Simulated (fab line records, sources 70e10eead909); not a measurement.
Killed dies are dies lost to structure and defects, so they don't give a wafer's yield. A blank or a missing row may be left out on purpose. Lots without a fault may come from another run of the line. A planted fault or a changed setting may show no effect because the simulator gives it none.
fab line records | flow nand_harc
record lots=6 wafers=18 last_day=31
route steps=1302 shown P_M0@282 P_M1@285 END@1302
lots that met no fault: from a run of the same line without faults
start_h: hours from the record's first day to the start of the lot's first wafer shown | wait_h: hours since the lot's step before | " the same as in the row above | L1.1+2: a row that stands for several wafers | - no value, or no start given | * or withheld: withheld | < > ~ a bound
route shown NAME@n: a module of which the file shows steps, and the number in the route of the first | usual: mean/standard deviation of fault-free wafers | same: alike in all rows | chamber/n: place in a boat | sites: the reading at each site | _std_site: their standard deviation | _edge_site: outer sites' mean less inner sites' | radius_mm: how far each site lies from the wafer's centre | mask NAME#n: copy n | behind: the tool/chamber that last shaped the wafer | hold: why the lot was held/for how many hours/how that ended | device: the transistor (n, p or np) that didn't switch | end of line: the same wafers' tests at the end of the route | a step without rows: its recipe alone | killed: dies lost to structure and defects at the first sort, not the wafer's yield | map: a wafer's dies, x killed, . not, _ none there
set.NAME: the setting as run; set.NAME@STEP: as run at that earlier step | model.NAME: the simulator's own value behind a step, which no gauge read
lots at some steps of the route; a table a step, a row a wafer
services: from which hour (start_h, from the record's first day; less than 0 if before it) a tool's chamber was out of use, for how many hours, and why
## steps
# step NHARC_P_M0_INSPECT_27
# usual raw_defect_count=317/140
# columns lot.wafer tool chamber start_h wait_h raw_defect_count
L613.1 defect_inspect-01 - 123.05 0.0 231
L613.2 " - " " 461
L613.4 " - " " 526
L620.4 defect_inspect-02 - 202.97 0.0 241
L620.5 " - " " 167
L620.6 " - " " 251
L621.1 defect_inspect-02 - 203.37 0.0 312
L621.2 " - " " 295
L621.3 " - " " 425
L626.2 defect_inspect-01 - 266.40 0.0 573
L626.5 " - " " 292
L626.6 " - " " 1063
L631.1 defect_inspect-01 - 302.67 0.0 533
L631.4 " - " " 343
L631.6 " - " " 400
L633.2 defect_inspect-02 - 323.85 0.0 347
L633.4 " - " " 387
L633.6 " - " " 228
# step NHARC_P_M0_PRE_CLEAN_31
# recipe time_s=12 temp_c=370 rf_power_w=300 gas=NH3
# usual heater_power_w=645/94
# columns lot.wafer tool chamber start_h wait_h heater_power_w
L613.2 pecvd-01 2 123.12 0.1 520
L613.1 " 1 " " 654
L613.4 " 2 " " 531
L620.4 pecvd-03 2 203.07 0.1 487
L620.5 " 0 " " 748
L620.6 " 1 " " 676
L621.2 pecvd-03 1 203.44 0.1 695
L621.1 " 2 " " 542
L621.3 " 0 " " 762
L626.2 pecvd-03 2 266.49 0.1 518
L626.5 " 1 " " 638
L626.6 " 2 " " 527
L631.1 pecvd-02 0 302.73 0.1 681
L631.6 " 1 " " 640
L631.4 " 2 " " 707
L633.2 pecvd-02 1 323.93 0.1 673
L633.6 " 1 " " 675
L633.4 " 2 " " 686
# step NHARC_P_M0_DEP_32
# recipe target_thk_a=300 temp_c=370 target_thk_nm=30 pressure_torr=3 flow_sccm=200 rf_w=450 material=SiCN
# usual heater_power_w=587/90
# columns lot.wafer tool chamber start_h wait_h heater_power_w
L613.2 pecvd-01 2 123.20 0.1 546
L613.1 " 1 " " 628
L613.4 " 2 " " 542
L620.4 pecvd-03 2 203.24 0.2 451
L620.5 " 0 " " 659
L620.6 " 1 " " 610
L621.2 pecvd-03 1 203.52 0.1 550
L621.1 " 2 " " 472
L621.3 " 0 " " 612
L626.2 pecvd-03 2 266.63 0.1 441
L626.5 " 1 " " 594
L626.6 " 2 " " 450
L631.1 pecvd-02 0 302.81 0.1 636
L631.6 " 1 " " 639
L631.4 " 2 " " 611
L633.2 pecvd-02 1 324.04 0.1 638
L633.6 " 1 " " 658
L633.4 " 2 " " 627
# step NHARC_P_M1_DEP_00
# recipe target_thk_a=1825 target_thk_nm=182.5 temp_c=withheld pressure_torr=5 flow_sccm=200 rf_w=600 material=SiOC
# step NHARC_P_M1_DEHYDRATE_01
# recipe temp_c=150 time_s=120
# step NHARC_P_M1_HMDS_02
# recipe time_s=30
# step NHARC_P_M1_COAT_34
# recipe temp_c=200 time_s=65
# step NHARC_P_M1_COAT_03
# recipe spin_rpm=1500 resist_thk_nm=90
# step NHARC_P_M1_SOFTBAKE_04
# recipe temp_c=105 time_s=55
# step NHARC_P_M1_EBR_05
# step NHARC_P_M1_EXPOSE_06
# recipe na=1.35 target_cd_nm=130 dose_mj=81.88 mask_id=P_M1
# step NHARC_P_M1_PEB_07
# recipe peb_temp_c=100 peb_time_s=65
# usual heater_power_total_W=156.6/0.42 plate_temp_C=99.98/0.12
# columns lot.wafer tool chamber start_h wait_h heater_power_total_W plate_temp_C
L613.1 litho_track-06 0 124.37 0.1 156.0 99.85
L613.2 " 0 " " 156.7 100.05
L613.4 " 0 " " 156.1 100.12
L620.4 litho_track-06 0 204.29 0.0 161.3 101.86
L620.5 " 0 " " 160.5 101.63
L620.6 " 0 " " 160.3 101.90
L621.1 litho_track-06 0 204.68 0.1 161.1 102.24
L621.2 " 0 " " 160.6 101.98
L621.3 " 0 " " 161.0 101.83
L626.2 litho_track-01 0 267.71 0.1 156.0 100.05
L626.5 " 0 " " 156.7 100.10
L626.6 " 0 " " 156.1 100.10
L631.1 litho_track-06 0 303.85 0.1 156.4 99.94
L631.4 " 0 " " 156.2 99.81
L631.6 " 0 " " 156.9 99.85
L633.2 litho_track-06 0 325.32 0.1 157.2 100.19
L633.4 " 0 " " 156.3 100.08
L633.6 " 0 " " 156.1 100.21
# step NHARC_P_M1_DEVELOP_08
# recipe develop_time_s=35 dev_temp_c=23
# step NHARC_P_M1_CD_MEAS_09
# recipe target_cd_nm=130 landing_energy_ev=500
# usual cd_nm=129.7/0.93
# same landing_energy_ev=500
# columns lot.wafer tool chamber start_h wait_h cd_nm
L613.1 cd_sem-03 0 124.45 - 129.1
L613.2 " 0 " " 129.2
L613.4 " 0 " " 129.3
L620.4 cd_sem-02 0 204.37 - 135.2
L620.5 " 0 " " 135.6
L620.6 " 0 " " 135.1
L621.1 cd_sem-02 0 204.76 - 134.8
L621.2 " 0 " " 134.9
L621.3 " 0 " " 135.3
L626.2 cd_sem-03 0 267.79 - 128.7
L626.5 " 0 " " 129.4
L626.6 " 0 " " 128.8
L631.1 cd_sem-02 0 303.93 - 128.3
L631.4 " 0 " " 128.9
L631.6 " 0 " " 129.2
L633.2 cd_sem-02 0 325.40 - 129.1
L633.4 " 0 " " 128.1
L633.6 " 0 " " 129.1
# step NHARC_P_M1_OVL_MEAS_10
# recipe pitch_nm=260
# usual overlay_x_nm=0.0/0.9 overlay_y_nm=-0.1/1.1
# columns lot.wafer tool chamber start_h wait_h overlay_x_nm overlay_y_nm
L613.1 overlay-01 - 124.53 - 0.2 -0.6
L613.2 " - " " 0.2 -0.4
L613.4 " - " " -0.1 -0.5
L620.4 overlay-02 - 204.46 - -1.0 0.8
L620.5 " - " " -0.9 0.6
L620.6 " - " " -1.0 0.7
L621.1 overlay-01 - 204.85 - 0.6 -0.4
L621.2 " - " " 0.4 -0.2
L621.3 " - " " 0.5 0.5
L626.2 overlay-01 - 267.88 - 0.3 -1.3
L626.5 " - " " 1.1 -2.0
L626.6 " - " " 1.4 -2.1
L631.1 overlay-01 - 304.02 - -1.1 1.0
L631.4 " - " " -0.2 1.5
L631.6 " - " " -0.5 0.7
L633.2 overlay-01 - 325.49 - 1.4 1.5
L633.4 " - " " 0.6 1.0
L633.6 " - " " 0.7 0.5
# step NHARC_P_M1_INSPECT_11
# usual raw_defect_count=4.0/2.3
# columns lot.wafer tool chamber start_h wait_h raw_defect_count
L613.1 defect_inspect-01 - 124.57 0.0 1
L613.2 " - " " 5
L613.4 " - " " 2
L620.4 defect_inspect-02 - 204.49 0.0 5
L620.5 " - " " 5
L620.6 " - " " 7
L621.1 defect_inspect-02 - 204.89 0.0 5
L621.2 " - " " 6
L621.3 " - " " 7
L626.2 defect_inspect-01 - 267.91 0.0 9
L626.5 " - " " 7
L626.6 " - " " 5
L631.1 defect_inspect-01 - 304.06 0.0 3
L631.4 " - " " 2
L631.6 " - " " 2
L633.2 defect_inspect-01 - 325.53 0.0 4
L633.4 " - " " 5
L633.6 " - " " 2
# step NHARC_P_M1_DESCUM_14
# recipe time_s=3 o2_flow_sccm=200 ar_flow_sccm=0 bias_power_w=0 chemistry=O2
# usual drypump_motor_current_A=5.9/0.46 oes_product_au=1.002/0.011 rf_vpp_V=57.7/0.84 showerhead_plenum_p_Torr=1.90/0.069 throttle_valve_pct=11.310/0.0088
# columns lot.wafer tool chamber start_h wait_h drypump_motor_current_A oes_product_au rf_hours_counter_h rf_vpp_V showerhead_plenum_p_Torr throttle_valve_pct model.P_M1.cd_nm
L613.1 rie_diel-09 2 124.63 0.1 5.7 0.996 42 58.5 2.02 11.325 129.2
L613.2 " 3 " " 5.9 1.027 50 57.5 1.84 11.290 129.1
L613.4 " 1 " " 6.2 1.001 40 58.1 2.00 11.307 128.9
L620.4 rie_diel-10 0 204.55 0.1 6.0 0.987 11 57.4 1.94 11.306 135.1
L620.6 " 0 " " 6.0 0.988 - 58.3 1.94 11.319 135
L620.5 " 1 " " 5.6 1.001 - 57.6 1.86 11.298 135.7
L621.2 rie_diel-10 2 204.95 0.1 5.0 0.993 11 56.9 1.83 11.311 133.7
L621.3 " 3 " " 6.3 0.990 11 56.8 1.86 11.323 135.1
L621.1 " 1 " " 5.6 0.998 11 58.5 1.85 11.316 134.8
L626.2 rie_diel-10 1 267.99 0.1 5.6 0.988 2 57.3 1.85 11.315 130.2
L626.5 " 3 " " 6.3 0.999 - 56.7 1.85 11.319 129.9
L626.6 " 0 " " 6.1 1.002 - 57.4 1.94 11.317 129.4
L631.1 rie_diel-09 3 304.13 0.1 5.9 0.997 44 57.1 1.82 11.306 128.5
L631.4 " 0 " " 5.2 0.996 45 57.6 1.90 11.302 128.8
L631.6 " 3 " " 5.9 0.999 - 56.3 1.82 11.310 129.2
L633.4 rie_diel-07 1 325.60 0.1 6.2 0.982 1 57.7 1.81 11.313 128.4
L633.2 " 2 " " 6.5 1.006 1 57.3 2.02 11.310 128.1
L633.6 " 1 " " 6.2 0.992 - 58.2 1.81 11.311 129.1
# step NHARC_P_M1_ETCH_35
# recipe target_depth_a=400 overetch_a=120 time_s=43.94 ion_energy_ev=200 n2_flow_sccm=150 h2_flow_sccm=150 ar_flow_sccm=0 rf_w=400 bias_w=150 chemistry=N2/H2
# usual drypump_motor_current_A=5.8/0.47 n2_flow_sccm=150.0/0.45 oes_product_au=1.001/0.011 rf_vpp_V=430.0/2 showerhead_plenum_p_Torr=2.02/0.07 throttle_valve_pct=14.172/0.0092
# columns lot.wafer tool chamber start_h wait_h drypump_motor_current_A n2_flow_sccm oes_product_au rf_hours_counter_h rf_vpp_V showerhead_plenum_p_Torr throttle_valve_pct
L613.2 rie_diel-09 0 124.72 0.1 5.2 149.3 1.007 49 430.8 2.05 14.162
L613.4 " 1 " " 6.2 150.2 1.004 40 432.3 2.13 14.164
L613.1 " 2 " " 5.7 149.8 0.993 42 432.2 2.15 14.169
L620.4 rie_diel-10 1 204.64 0.1 5.7 150.3 1.004 11 429.8 1.98 14.162
L620.6 " 1 " " 5.6 150.0 1.008 - 428.1 1.98 14.179
L620.5 " 2 " " 4.9 150.0 1.005 - 428.5 1.95 14.180
L621.3 rie_diel-10 1 205.05 0.1 5.7 149.9 0.996 11 428.4 1.98 14.166
L621.2 " 2 " " 4.9 150.5 0.995 11 427.9 1.95 14.154
L621.1 " 3 " " 6.3 149.6 0.994 11 428.4 1.98 14.147
L626.2 rie_diel-10 2 268.07 0.1 5.0 150.3 1.011 2 427.3 1.95 14.183
L626.6 " 1 " " 5.6 150.4 0.966 - 428.2 1.97 14.174
L626.5 " 2 " " 5.0 150.3 1.010 - 427.8 1.95 14.169
L631.4 rie_diel-09 3 304.20 0.1 5.9 149.4 1.010 44 427.4 1.94 14.174
L631.1 " 1 " " 6.2 149.5 1.002 44 432.4 2.12 14.163
L631.6 " 0 " " 5.2 150.5 1.003 - 429.9 2.03 14.166
L633.2 rie_diel-07 3 325.67 0.1 5.4 149.5 0.986 1 431.6 2.05 14.195
L633.4 " 2 " " 6.5 149.2 1.011 1 433.6 2.15 14.166
L633.6 " 3 " " 5.4 150.6 0.994 - 430.3 2.05 14.170
# step NHARC_P_M1_ETCH_15
# recipe target_depth_a=1825 time_s=91.2 c4f8_flow_sccm=withheld ar_flow_sccm=400 rf_w=600 bias_w=300 chemistry=C4F8/Ar
# usual oes_product_au=0.958/0.02 rf_vpp_V=440.3/2.2
# columns lot.wafer tool chamber start_h wait_h oes_product_au rf_hours_counter_h rf_vpp_V
L613.4 rie_diel-09 3 - - 0.948 50 438.5
L613.2 " 0 " " 0.939 49 441.1
L613.1 " 1 " " 0.924 40 444.2
L620.4 rie_diel-10 0 - - 0.935 11 441.0
L620.5 " 2 " " 0.954 - 438.3
L620.6 " 3 " " 0.952 - 438.7
L621.1 rie_diel-10 1 - - 0.957 11 438.6
L621.3 " 2 " " 0.947 11 436.4
L621.2 " 3 " " 0.947 11 440.1
L626.2 rie_diel-10 0 - - 0.976 2 441.8
L626.6 " 2 " " 0.989 - 437.4
L626.5 " 3 " " 0.963 - 436.4
L631.4 rie_diel-09 0 - - 0.948 45 441.0
L631.1 " 1 " " 0.961 44 441.7
L631.6 " 3 " " 0.940 - 438.8
L633.4 rie_diel-07 2 - - 0.987 1 444.6
L633.2 " 3 " " 0.968 1 441.0
L633.6 " 3 " " 0.948 - 440.8
# step NHARC_P_M1_CD_MEAS_16
# usual cd_nm=129.6/1.2
# columns lot.wafer tool chamber start_h wait_h cd_nm
L613.1 cd_sem-03 - 124.94 - 129.2
L613.2 " - " " 129.6
L613.4 " - " " 129.6
L620.4 cd_sem-03 - 204.86 - 134.9
L620.5 " - " " 134.6
L620.6 " - " " 135.2
L621.1 cd_sem-01 - 205.30 - 134.9
L621.2 " - " " 132.7
L621.3 " - " " 135.2
L626.2 cd_sem-01 - 268.28 - 130.0
L626.5 " - " " 130.1
L626.6 " - " " 129.1
L631.1 cd_sem-01 - 304.42 - 127.2
L631.4 " - " " 127.9
L631.6 " - " " 128.7
L633.2 cd_sem-02 - 325.89 - 127.1
L633.4 " - " " 129.1
L633.6 " - " " 127.9
# step NHARC_P_M1_STRIP_18
# recipe power_w=1000 n2_flow_sccm=150 h2_flow_sccm=150 ar_flow_sccm=0 bias_w=0 chemistry=N2/H2
# usual drypump_motor_current_A=5.8/0.45 n2_flow_sccm=150.1/0.45 oes_product_au=0.999/0.012 rf_vpp_V=90.6/0.89 showerhead_plenum_p_Torr=2.02/0.069 throttle_valve_pct=14.172/0.0088
# columns lot.wafer tool chamber start_h wait_h drypump_motor_current_A n2_flow_sccm oes_product_au rf_hours_counter_h rf_vpp_V showerhead_plenum_p_Torr throttle_valve_pct
L613.4 rie_diel-10 0 125.02 0.1 6.0 149.7 1.010 6 90.6 2.07 14.175
L613.1 " 1 " " 5.6 149.3 0.999 5 89.9 1.98 14.175
L613.2 " 2 " " 5.0 150.1 0.998 5 89.6 1.95 14.165
L620.4 rie_diel-07 0 204.96 0.1 5.9 151.0 0.991 4 91.0 2.05 14.169
L620.5 " 3 " " 5.4 150.6 0.992 - 91.1 2.06 14.170
L620.6 " 0 " " 5.9 151.0 0.989 - 91.1 2.05 14.165
L621.1 rie_diel-10 2 205.37 0.1 5.0 150.4 0.999 11 89.1 1.95 14.179
L621.3 " 3 " " 6.3 150.1 1.000 11 89.5 1.98 14.187
L621.2 " 1 " " 5.6 150.6 1.006 11 91.5 1.98 14.172
L626.2 rie_diel-07 1 268.38 0.1 6.2 149.3 0.999 8 90.6 1.93 14.173
L626.5 " 0 " " 5.9 149.9 0.986 - 89.0 2.04 14.169
L626.6 " 1 " " 6.2 149.8 0.997 - 89.3 1.93 14.183
L631.1 rie_diel-10 0 304.52 0.1 6.1 149.9 1.010 4 92.0 2.06 14.171
L631.4 " 2 " " 5.0 150.2 1.007 5 89.1 1.95 14.182
L631.6 " 3 " " 6.3 149.9 1.010 - 89.9 1.97 14.173
L633.4 rie_diel-07 0 325.99 0.1 5.9 149.7 1.006 2 90.4 2.04 14.171
L633.2 " 2 " " 6.5 148.9 1.014 1 91.7 2.15 14.163
L633.6 " 3 " " 5.4 149.6 0.992 - 90.5 2.05 14.158
# step NHARC_P_M1_ETCH_28
# recipe target_depth_a=300 over_etch_frac=0.3 time_s=72.99 ion_energy_ev=150 cf4_flow_sccm=50 n2_flow_sccm=100 ar_flow_sccm=150 rf_w=300 bias_w=100 chemistry=CF4/N2
# usual drypump_motor_current_A=5.9/0.46 n2_flow_sccm=100.02/0.28 oes_product_au=1.001/0.012 rf_vpp_V=313.8/1.6 showerhead_plenum_p_Torr=2.60/0.087 throttle_valve_pct=19.794/0.0092
# columns lot.wafer tool chamber start_h wait_h drypump_motor_current_A n2_flow_sccm oes_product_au rf_hours_counter_h rf_vpp_V showerhead_plenum_p_Torr throttle_valve_pct model.P_M1.cd_nm
L613.2 rie_diel-10 3 - - 6.3 99.97 0.995 4 312.6 2.55 19.805 129.7
L613.4 " 1 " " 5.6 99.97 0.993 5 311.7 2.55 19.797 129.6
L613.1 " 2 " " 5.0 100.08 0.984 5 313.4 2.52 19.799 128.4
L620.4 rie_diel-07 0 - - 5.9 99.43 0.989 5 314.6 2.63 19.789 135.6
L620.5 " 2 " " 6.5 99.97 1.022 - 315.6 2.76 19.778 134.7
L620.6 " 3 " " 5.4 99.96 1.003 - 314.5 2.64 19.788 136.4
L621.1 rie_diel-10 1 - - 5.6 99.98 1.001 11 313.8 2.55 19.786 134
L621.3 " 2 " " 5.0 99.92 1.008 11 311.9 2.52 19.785 135.6
L621.2 " 3 " " 6.3 99.85 1.006 11 313.2 2.55 19.795 132.8
L626.2 rie_diel-07 0 - - 5.9 99.59 0.988 9 314.1 2.63 19.804 130.6
L626.5 " 3 " " 5.4 100.16 1.007 - 312.8 2.64 19.817 130.9
L626.6 " 0 " " 5.9 99.89 0.991 - 316.3 2.63 19.814 129.6
L631.4 rie_diel-10 2 - - 4.9 100.30 1.010 5 312.4 2.52 19.782 128.4
L631.1 " 0 " " 6.1 99.98 1.002 4 314.5 2.66 19.788 127.1
L631.6 " 3 " " 6.3 99.95 0.999 - 312.6 2.55 19.800 128.7
L633.2 rie_diel-07 1 - - 6.2 100.09 1.004 2 311.1 2.49 19.790 126.1
L633.4 " 2 " " 6.5 99.56 1.015 1 317.6 2.76 19.803 129
L633.6 " 1 " " 6.2 99.82 0.994 - 312.3 2.49 19.781 128
# step NHARC_P_M1_STRIP_19
# recipe time_s=600 temp_c=30 chemistry=post_etch_residue_remover
# step NHARC_END_SORT_01
# recipe temp_c=25
# usual defect_limited_yield=91.7/2.5 killed_at_array=52/18 killed_at_other=1.0/1.4 killed_at_periphery=3.1/2.3 killed_dies=56/17 killed_open=3.0/1.7 killed_short=2.5/1.7 sort_bin_2_pct=3.0/1.1 sort_bin_3_pct=0.6/0.36 sort_bin_4_pct=4.8/1.4 sort_n_pass=621/17 sort_rim_yield_pct=91/4.6 sort_yield_pct=91.7/2.5
# same gross_dies=677 sort_bin_5_pct[%]=0 sort_bin_6_pct[%]=0 sort_bin_7_pct[%]=0 sort_bin_8_pct[%]=0 sort_rim_n_gross=106.00
# columns lot.wafer tool chamber start_h wait_h defect_limited_yield[%] killed_at_array killed_at_other killed_at_periphery killed_dies killed_open killed_short sort_bin_2_pct[%] sort_bin_3_pct[%] sort_bin_4_pct[%] sort_n_pass sort_rim_yield_pct[%] sort_yield_pct[%]
L613.1 prober-02 0 553.27 2.5 92.3 50 0 2 52 4 1 3.2 0.4 4.0 625 99 92.3
L613.2 prober-02 0 554.06 2.8 92.9 42 0 6 48 6 6 3.2 0.6 3.2 629 90 92.9
L613.4 prober-02 0 555.63 3.4 94.5 35 0 2 37 3 3 1.3 0.7 3.4 640 90 94.5
L621.1 prober-01 0 638.68 2.5 92.8 41 5 3 49 6 3 4.6 0.6 2.1 628 88 92.8
L621.2 prober-01 0 639.50 2.8 89.8 64 1 4 69 2 2 3.7 0.4 6.1 608 97 89.8
L621.3 prober-01 0 640.31 3.1 88.8 65 8 3 76 5 0 2.8 0.7 7.7 601 92 88.8
L620.4 prober-02 0 647.00 3.4 95.4 29 0 2 31 1 2 1.3 0 3.2 646 94 95.4
L620.5 prober-02 0 647.79 3.7 95.7 24 0 5 29 4 1 1.6 0.3 2.4 648 95 95.7
L620.6 prober-02 0 648.59 4.0 95.0 26 1 7 34 3 2 1.2 0.4 3.4 643 94 95.0
L626.2 prober-01 0 692.22 2.8 92.5 48 0 3 51 6 3 3.1 0.9 3.5 626 90 92.5
L626.5 prober-01 0 694.61 3.7 90.3 60 1 5 66 4 2 4.1 0 5.6 611 88 90.3
L626.6 prober-01 0 695.40 4.0 92.2 48 0 5 53 5 3 2.7 0.4 4.7 624 91 92.2
L631.1 prober-01 0 738.43 2.5 87.1 84 0 3 87 7 3 3.8 1.0 8.0 590 85 87.1
L631.4 prober-01 0 740.81 3.4 91.0 59 2 0 61 1 0 3.2 0.7 5.0 616 90 91.0
L631.6 prober-01 0 742.40 4.0 88.9 73 0 2 75 1 6 4.6 0.4 6.1 602 87 88.9
L633.2 prober-01 0 746.94 2.8 90.4 63 0 2 65 4 3 3.4 1.0 5.2 612 91 90.4
L633.4 prober-01 0 748.52 3.4 89.7 68 0 2 70 3 5 4.1 1.2 5.0 607 85 89.7
L633.6 prober-01 0 750.10 4.0 90.0 65 1 2 68 4 0 3.8 0.7 5.5 609 87 90.0
# killed by level:class
L613.1 A_CHANNEL_HOLE_D2:chamber_film_flake=39 A_CONTACT:chamber_film_flake=4 P_CONTACT:geometric_particle:open=1 P_M0:geometric_particle:open=1 A_ONON_D2:geometric_particle:short=1 A_CHANNEL_FILL_D2:geometric_particle:open=1 A_M0:geometric_particle:open=1 A_CHANNEL_HOLE_D1:chamber_film_flake=1
L613.2 A_CHANNEL_HOLE_D2:chamber_film_flake=21 A_ONON_D2:geometric_particle:short=3 A_STAIRCASE:chamber_film_flake=3 A_CONTACT:chamber_film_flake=3 P_GATE:chamber_film_flake=2 A_WL_FILL:chamber_film_flake=2 P_STI:geometric_particle:open=1 P_CONTACT:geometric_particle:open=1
L613.4 A_CHANNEL_HOLE_D2:chamber_film_flake=22 A_WL_FILL:chamber_film_flake=2 A_ZERO_WELL:chamber_film_flake=2 A_CONTACT:chamber_film_flake=2 P_CONTACT:geometric_particle:open=1 A_SOURCE_PLATE:geometric_particle:open=1 A_CHANNEL_FILL_D1:geometric_particle:short=1 A_WL_FILL:geometric_particle:short=1
L621.1 A_CHANNEL_HOLE_D1:chamber_film_flake=17 A_CHANNEL_HOLE_D2:chamber_film_flake=9 THIN_TSV:chamber_film_flake=4 A_ONON_D1:geometric_particle:open=2 A_ONON_D2:geometric_particle:open=2 P_ZERO_WELL:chamber_film_flake=2 A_DECK1_JOINT:chamber_film_flake=2 A_STAIRCASE:chamber_film_flake=2
L621.2 A_CHANNEL_HOLE_D2:chamber_film_flake=27 A_CHANNEL_HOLE_D1:chamber_film_flake=24 A_CONTACT:chamber_film_flake=4 P_ZERO_WELL:chamber_film_flake=2 A_STAIRCASE:chamber_film_flake=2 P_M0:geometric_particle:open=1 P_M0:geometric_particle:short=1 A_SOURCE_PLATE:geometric_particle:short=1
L621.3 A_CHANNEL_HOLE_D1:chamber_film_flake=38 A_CHANNEL_HOLE_D2:chamber_film_flake=17 THIN_TSV:chamber_film_flake=8 A_WL_FILL:geometric_particle:open=2 P_M1:geometric_particle:open=1 A_DECK1_JOINT:geometric_particle:open=1 A_M0:geometric_particle:open=1 P_ZERO_WELL:chamber_film_flake=1
L620.4 A_CHANNEL_HOLE_D1:chamber_film_flake=8 A_CHANNEL_HOLE_D2:chamber_film_flake=8 A_WL_FILL:chamber_film_flake=4 A_DECK1_JOINT:chamber_film_flake=3 P_GATE:chamber_film_flake=2 A_ONON_D1:geometric_particle:open=1 A_ONON_D1:geometric_particle:short=1 A_CHANNEL_FILL_D2:geometric_particle:short=1
L620.5 A_CHANNEL_HOLE_D2:chamber_film_flake=8 P_GATE:chamber_film_flake=3 A_WL_FILL:chamber_film_flake=3 A_CONTACT:chamber_film_flake=3 A_M0:geometric_particle:open=2 A_CHANNEL_HOLE_D1:chamber_film_flake=2 P_CONTACT:geometric_particle:open=1 A_CHANNEL_FILL_D1:geometric_particle:short=1
L620.6 A_CHANNEL_HOLE_D2:chamber_film_flake=11 A_DECK1_JOINT:chamber_film_flake=5 P_GATE:chamber_film_flake=4 P_BONDPAD:chamber_film_flake=2 A_SLIT:chamber_film_flake=2 A_WL_FILL:chamber_film_flake=2 A_SOURCE_PLATE:geometric_particle:open=1 A_SGD_CUT:geometric_particle:short=1
L626.2 A_SLIT:chamber_film_flake=27 A_CHANNEL_HOLE_D1:chamber_film_flake=8 A_ONON_D2:geometric_particle:open=3 A_CONTACT:chamber_film_flake=2 P_GATE:geometric_particle:open=1 A_CHANNEL_HOLE_D1:geometric_particle:short=1 A_DECK1_JOINT:geometric_particle:open=1 A_CHANNEL_FILL_D2:geometric_particle:short=1
L626.5 A_SLIT:chamber_film_flake=36 A_CHANNEL_HOLE_D1:chamber_film_flake=11 A_CONTACT:chamber_film_flake=4 A_M1:chamber_film_flake=4 P_ZERO_WELL:chamber_film_flake=2 P_CONTACT:geometric_particle:short=1 P_M1:geometric_particle:open=1 A_CHANNEL_FILL_D2:geometric_particle:open=1
L626.6 A_SLIT:chamber_film_flake=26 A_CHANNEL_HOLE_D1:chamber_film_flake=9 A_CONTACT:chamber_film_flake=3 P_GATE:chamber_film_flake=2 P_M0:geometric_particle:open=1 P_M1:geometric_particle:open=1 A_ONON_D1:geometric_particle:open=1 A_CHANNEL_FILL_D1:geometric_particle:open=1
L631.1 A_SLIT:chamber_film_flake=34 A_CHANNEL_HOLE_D2:chamber_film_flake=28 A_CHANNEL_HOLE_D1:chamber_film_flake=8 A_WL_FILL:chamber_film_flake=3 A_CONTACT:chamber_film_flake=3 P_M0:geometric_particle:open=2 A_ONON_D2:geometric_particle:open=2 A_ONON_D1:geometric_particle:open=1
L631.4 A_CHANNEL_HOLE_D2:chamber_film_flake=22 A_SLIT:chamber_film_flake=18 A_CHANNEL_HOLE_D1:chamber_film_flake=8 A_CONTACT:chamber_film_flake=5 A_STAIRCASE:chamber_film_flake=2 A_WL_FILL:chamber_film_flake=2 THIN_TSV:chamber_film_flake=2 A_DECK1_JOINT:geometric_particle:open=1
L631.6 A_SLIT:chamber_film_flake=38 A_CHANNEL_HOLE_D2:chamber_film_flake=17 A_CHANNEL_HOLE_D1:chamber_film_flake=8 A_CHANNEL_HOLE_D1:geometric_particle:short=3 P_M1:geometric_particle:open=1 A_CHANNEL_FILL_D2:geometric_particle:short=1 A_WL_FILL:geometric_particle:short=1 A_BLC:geometric_particle:short=1
L633.2 A_CHANNEL_HOLE_D2:chamber_film_flake=19 A_SLIT:chamber_film_flake=18 A_CHANNEL_HOLE_D1:chamber_film_flake=12 A_STAIRCASE:chamber_film_flake=5 A_CONTACT:chamber_film_flake=3 A_CHANNEL_FILL_D1:geometric_particle:open=2 P_GATE:geometric_particle:open=1 P_CONTACT:geometric_particle:open=1
L633.4 A_CHANNEL_HOLE_D2:chamber_film_flake=22 A_SLIT:chamber_film_flake=20 A_CHANNEL_HOLE_D1:chamber_film_flake=9 A_STAIRCASE:chamber_film_flake=6 A_CONTACT:chamber_film_flake=3 A_ONON_D2:geometric_particle:short=2 A_DECK1_JOINT:chamber_film_flake=2 P_CONTACT:geometric_particle:short=1
L633.6 A_SLIT:chamber_film_flake=27 A_CHANNEL_HOLE_D2:chamber_film_flake=19 A_CHANNEL_HOLE_D1:chamber_film_flake=7 A_STAIRCASE:chamber_film_flake=6 A_DECK1_JOINT:chamber_film_flake=2 P_CONTACT:geometric_particle:open=1 A_DECK1_JOINT:geometric_particle:open=1 A_WL_FILL:geometric_particle:open=1
## services
# columns tool chamber start_h hours kind
rie_diel-10 3 106.88 9.1 repair
rie_diel-07 - 117.27 9.0 pm
rie_diel-10 0 123.50 - clean
rie_diel-10 1 123.50 - clean
rie_diel-10 2 123.50 - clean
rie_diel-10 3 123.50 - clean
pecvd-01 - 130.00 13.0 pm
pecvd-03 - 137.87 1.3 repair
rie_diel-09 - 144.30 0.9 repair
rie_diel-10 0 148.00 - clean
litho_track-01 - 155.00 7.0 pm
litho_track-06 - 179.00 7.0 pm
pecvd-03 - 185.66 13.0 pm
rie_diel-10 0 186.44 9.7 repair
rie_diel-10 0 204.77 7.2 repair
rie_diel-10 1 206.47 4.1 repair
pecvd-02 - 227.38 13.0 pm
pecvd-01 2 232.66 9.9 repair
pecvd-03 2 234.56 25.0 repair
rie_diel-10 - 242.50 9.0 pm
pecvd-03 0 257.57 3.5 repair
rie_diel-07 - 294.27 9.0 pm
pecvd-01 - 311.00 13.0 pm
rie_diel-09 - 322.27 9.0 pm
## key
first_sign step=NHARC_P_M1_PEB_07 reading=plate_temp_C direction=up sigmas=16 usual=* struck=*
effect step=NHARC_P_M1_PEB_07 reading=heater_power_total_W direction=up sigmas=10 usual=* struck=*
effect step=NHARC_P_M1_CD_MEAS_09 reading=cd_nm direction=up sigmas=5.9 usual=129.7 struck=135.2
effect step=NHARC_P_M1_CD_MEAS_16 reading=cd_nm direction=up sigmas=4.1 usual=129.6 struck=134.6
model_effect step=NHARC_P_M1_DESCUM_14 value=P_M1.cd_nm without=128.3 struck=134.9
model_effect step=NHARC_P_M1_ETCH_28 value=P_M1.cd_nm without=128.2 struck=134.8
met_at NHARC_P_M1_PEB_07
struck_wafers L620.4,L620.5,L620.6,L621.1,L621.2,L621.3
onset_between 124.37 204.29
fault kind=process_parameter_drift tool=litho_track-06 chamber=- onset_h=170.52 steps=NHARC_P_M1_PEB_07 channel=peb_temp_c offset=* shape=step end_h=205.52 acts_in=* stated=*
